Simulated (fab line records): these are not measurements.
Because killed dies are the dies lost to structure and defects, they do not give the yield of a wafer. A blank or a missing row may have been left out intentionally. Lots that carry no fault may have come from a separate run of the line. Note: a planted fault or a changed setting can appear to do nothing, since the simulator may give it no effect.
Chamber matching :: flow nand harc :: NHARC_P_M2_ETCH_28 on rie diel-01: 4 sister chambers
The step etches the open film in CF4/N2, target depth 30 nm, time 72.99 s. 4 wafers are shown with their chamber, then 8 later ones without.

EACH WAFER AND ITS CHAMBER
wafer: L373.3
chamber: 1
drypump motor current A (A): 6.3

wafer: L375.1
chamber: 3
drypump motor current A (A): 5.6

wafer: L375.2
chamber: 2
drypump motor current A (A): 6.1

wafer: L377.1
chamber: 0
drypump motor current A (A): 5.3

WAFERS WITHOUT THEIR CHAMBER
wafer: L377.2
drypump motor current A (A): 6.2

wafer: L377.6
drypump motor current A (A): 6.1

wafer: L384.2
drypump motor current A (A): 5.5

wafer: L384.4
drypump motor current A (A): 5.6

wafer: L384.5
drypump motor current A (A): 5.3

wafer: L385.1
drypump motor current A (A): 6.1

wafer: L385.4
drypump motor current A (A): 5.6

wafer: L385.5
drypump motor current A (A): 5.3

CHAMBER TAKEN BY EACH
wafer: L377.2
from the rows above: can't be placed: 1 or 2
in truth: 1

wafer: L377.6
from the rows above: 2
in truth: 2

wafer: L384.2
from the rows above: 3
in truth: 3

wafer: L384.4
from the rows above: 3
in truth: 3

wafer: L384.5
from the rows above: 0
in truth: 0

wafer: L385.1
from the rows above: 2
in truth: 2

wafer: L385.4
from the rows above: 3
in truth: 3

wafer: L385.5
from the rows above: 0
in truth: 0
Correctly placed: 7 of 8. Unplaceable from these rows: 1, with the true chamber sitting among the candidates in 1. 0 placed wrongly.
How it was worked out, from the rows above alone: a wafer's distance from a chamber is the root of the sum, over the readings, of the square of ((its reading less the chamber's mean) divided by the reading's scatter). If the next closest chamber is less than 2 further off than the closest, the wafer can't be placed; otherwise it belongs to the closest. Each chamber's mean is taken over the wafers shown for it. The scatter (one wafer shown for each chamber): square how far every hidden wafer sits from the nearest shown wafer, average those squares and take the square root.
